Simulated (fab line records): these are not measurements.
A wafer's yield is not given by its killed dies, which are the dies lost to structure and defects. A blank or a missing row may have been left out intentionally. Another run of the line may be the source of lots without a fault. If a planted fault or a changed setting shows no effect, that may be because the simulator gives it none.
Chamber matching | flow n5-finfet | N5_MOL_CONTACT_COAG_ETCHBACK_135 on rie-diel-01: 4 sister chambers
The step etches SiO2 in CHF3, target depth 25 nm, time 16.7 s. 4 wafers are shown with their chamber, then 9 later ones without.

## WAFERS PAIRED WITH THEIR CHAMBERS
wafer  | chamber | showerhead-plenum-p-Torr (Torr)
L081.6 | 0       | 2.46
L085.1 | 2       | 2.31
L088.1 | 1       | 2.37
L088.5 | 3       | 2.46

## WAFERS WHOSE CHAMBER IS MISSING
wafer  | showerhead-plenum-p-Torr (Torr)
L089.1 | 2.46
L089.2 | 2.31
L089.6 | 2.37
L091.1 | 2.45
L091.5 | 2.45
L091.6 | 2.31
L093.2 | 2.36
L093.4 | 2.46
L093.5 | 2.46

## EACH ONE'S CHAMBER
wafer  | from the rows above     | in truth
L089.1 | can't be placed: 0 or 3 | 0
L089.2 | 2                       | 2
L089.6 | 1                       | 1
L091.1 | can't be placed: 0 or 3 | 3
L091.5 | can't be placed: 0 or 3 | 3
L091.6 | 2                       | 2
L093.2 | 1                       | 1
L093.4 | can't be placed: 0 or 3 | 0
L093.5 | can't be placed: 0 or 3 | 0
4 of 9 placed correctly. Can't be placed from these rows: 5 (the true chamber is among the candidates in 5). Wrongly placed: 0.
How it was worked out, from the rows above alone: a wafer's distance from a chamber is the root of the sum, over the readings, of the square of ((its reading less the chamber's mean) divided by the reading's scatter). The wafer belongs to the nearest chamber; if the next one is less than 2 further off, it can't be placed. For every chamber, the mean is computed from those of its wafers that are shown. The scatter (one wafer shown for each chamber): square how far every hidden wafer sits from the nearest shown wafer, average those squares and take the square root.
